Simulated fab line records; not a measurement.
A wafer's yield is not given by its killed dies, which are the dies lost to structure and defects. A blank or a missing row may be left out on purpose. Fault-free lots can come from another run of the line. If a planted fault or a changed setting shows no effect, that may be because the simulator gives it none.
Which tool did it? | flow n5 finfet | 72 wafers from 24 lots sampled at 2 of the route's 1938 steps

WHAT EACH GAUGE READ, for each wafer
N5_BEOL_M2_CD_MEAS_35: target cd 18 nm, target cd y 22.2 nm. Usual: 18.02 nm for cd nm, sd 0.29.
lot  | measured     | on        | cd nm (nm)        | flag
L074 | day 6 21:47  | cd sem-01 | 18.17 17.80 18.37 |
L076 | day 7 08:05  | cd sem-02 | 17.89 17.39 17.61 |
L075 | day 7 13:25  | cd sem-02 | 17.85 18.31 18.67 |
L078 | day 8 08:35  | cd sem-02 | 17.84 18.03 18.06 |
L077 | day 8 13:58  | cd sem-01 | 18.46 17.88 18.04 |
L079 | day 9 05:42  | cd sem-01 | 17.86 18.02 17.85 |
L080 | day 9 07:14  | cd sem-02 | 17.69 18.15 18.27 |
L083 | day 9 07:29  | cd sem-01 | 17.81 18.00 17.96 |
L081 | day 9 10:37  | cd sem-02 | 17.80 17.55 18.06 |
L084 | day 9 19:22  | cd sem-01 | 18.18 18.09 17.98 |
L085 | day 9 22:57  | cd sem-01 | 17.77 18.40 18.29 |
L087 | day 10 02:31 | cd sem-02 | 18.23 17.66 17.93 |
L082 | day 10 05:47 | cd sem-02 | 18.56 18.18 18.17 |
L086 | day 10 05:53 | cd sem-01 | 17.95 18.01 17.56 |
L090 | day 10 18:10 | cd sem-02 | 17.67 18.20 18.44 |
L088 | day 10 22:52 | cd sem-01 | 18.40 17.92 17.71 |
L089 | day 11 12:23 | cd sem-01 | 17.80 17.95 17.66 |
L091 | day 11 20:05 | cd sem-03 | 17.97 17.73 17.78 |
L092 | day 12 01:20 | cd sem-02 | 17.51 18.50 17.88 |
L093 | day 12 01:22 | cd sem-01 | 17.84 18.11 18.12 |
L096 | day 12 11:34 | cd sem-01 | 18.12 17.84 17.91 |
L095 | day 12 11:37 | cd sem-03 | 18.05 18.37 18.61 |
L094 | day 12 17:11 | cd sem-02 | 18.38 18.28 17.72 |
L097 | day 13 05:41 | cd sem-03 | 17.90 17.65 17.76 |

TOOL THAT RAN EACH LOT (tool first, then ch and the chambers of the sampled wafers, then the start)
lot  | N5_BEOL_M2_VIA_ETCH_34
L074 | rie diel-06 ch 1,3, day 6 21:23
L076 | rie diel-01 ch 0,2, day 7 07:41
L075 | rie diel-06 ch 0,2, day 7 13:00
L078 | rie diel-03 ch 2,3, day 8 08:10
L077 | rie diel-01 ch 0,2,3, day 8 13:34
L079 | rie diel-06 ch 2,3, day 9 05:17
L080 | rie diel-06 ch 1,3, day 9 06:50
L083 | rie diel-01 ch 1,2, day 9 07:05
L081 | rie diel-03 ch 2,3, day 9 10:13
L084 | rie diel-03 ch 0,1,2, day 9 18:57
L085 | rie diel-01 ch 0,1,3, day 9 22:32
L087 | rie diel-03 ch 0,1,2, day 10 02:05
L082 | rie diel-03 ch 0,3, day 10 05:22
L086 | rie diel-06 ch 0,2,3, day 10 05:28
L090 | rie diel-01 ch 0,2, day 10 17:46
L088 | rie diel-06 ch 1,2,3, day 10 22:28
L089 | rie diel-01 ch 1,2, day 11 11:59
L091 | rie diel-01 ch 0,2, day 11 19:41
L092 | rie diel-01 ch 0,1,2, day 12 00:55
L093 | rie diel-03 ch 2,3, day 12 00:57
L096 | rie diel-01 ch 0,2, day 12 11:09
L095 | rie diel-06 ch 0,3, day 12 11:11
L094 | rie diel-03 ch 0,1,2, day 12 16:47
L097 | rie diel-03 ch 1,2, day 13 05:17
- N5_BEOL_M2_VIA_ETCH_34: etches the open film in C4F6/O2, target depth 69.4 nm, time 65.9 s.

AS READ BY THE TOOLS THEMSELVES (means over the sampled wafers that have a number; for cases with no such wafer, the mark the record gives instead)
N5_BEOL_M2_VIA_ETCH_34. Usual: drypump motor current A 5.8 A, standard deviation 0.43; oes product au 0.80 a.u., standard deviation 0.073; rf vpp V 667 V, standard deviation 4.4; showerhead plenum p Torr 2.86 Torr, standard deviation 0.086; throttle valve pct 30.8 %, standard deviation 0.33.
lot  | tool        | drypump motor current A (A) | oes product au (a.u.) | rf vpp V (V) | showerhead plenum p Torr (Torr) | throttle valve pct (%) | flag
L074 | rie diel-06 | 5.7                         | 0.85                  | 663          | 2.81                            | 31.0                   |
L076 | rie diel-01 | 5.8                         | 0.79                  | 673          | 2.90                            | 31.1                   |
L075 | rie diel-06 | 6.1                         | 0.76                  | 667          | 2.85                            | 30.9                   |
L078 | rie diel-03 | 5.3                         | 0.73                  | 665          | 2.80                            | 30.9                   |
L077 | rie diel-01 | 5.8                         | 0.84                  | 670          | 2.84                            | 30.8                   |
L079 | rie diel-06 | 6.3                         | 0.78                  | 671          | 2.85                            | 31.1                   |
L080 | rie diel-06 | 5.5                         | 0.83                  | 668          | 2.83                            | 30.9                   |
L083 | rie diel-01 | 5.6                         | 0.79                  | 667          | 2.89                            | 30.6                   |
L081 | rie diel-03 | 5.5                         | 0.76                  | 668          | 2.88                            | 30.9                   |
L084 | rie diel-03 | 5.8                         | 0.79                  | 669          | 2.97                            | 30.8                   |
L085 | rie diel-01 | 5.7                         | 0.86                  | 665          | 2.81                            | 30.6                   |
L087 | rie diel-03 | 5.8                         | 0.79                  | 669          | 2.97                            | 30.8                   |
L082 | rie diel-03 | 5.4                         | 0.69                  | 663          | 2.77                            | 31.0                   |
L086 | rie diel-06 | 6.0                         | 0.78                  | 668          | 2.85                            | 30.9                   |
L090 | rie diel-01 | 5.5                         | 0.81                  | 670          | 2.83                            | 31.2                   |
L088 | rie diel-06 | 6.0                         | 0.77                  | 667          | 2.82                            | 31.1                   |
L089 | rie diel-01 | 5.7                         | 0.74                  | 670          | 2.90                            | 30.9                   |
L091 | rie diel-01 | 5.6                         | 0.79                  | 670          | 2.83                            | 31.2                   |
L092 | rie diel-01 | 5.6                         | 0.78                  | 668          | 2.85                            | 30.9                   |
L093 | rie diel-03 | 5.4                         | 0.75                  | 667          | 2.87                            | 30.9                   |
L096 | rie diel-01 | 5.6                         | 0.79                  | 670          | 2.82                            | 31.2                   |
L095 | rie diel-06 | 5.7                         | 0.76                  | 665          | 2.85                            | 30.8                   |
L094 | rie diel-03 | 5.8                         | 0.87                  | 668          | 2.96                            | 30.7                   |
L097 | rie diel-03 | 5.7                         | 0.80                  | 665          | 2.99                            | 30.6                   |

THE ANSWER, worked out from the rows above alone
Rule: lot off if the mean of its wafers having a number is beyond 3 standard deviations from the usual mean. Also off: a lot with no number at a reading for which 4 or more lots have one. Any other lot the step has rows for is counted as sound. Order of review: gauges by route order, followed by the tools' own readings, for which a lot's mean as printed above is used. At the first step where some lot is off, the reading lying furthest off is the one used; lots without a number count as furthest.
No lot is off at any reading shown: from this, nothing can be told.

WHAT THE SIMULATOR PUT IN
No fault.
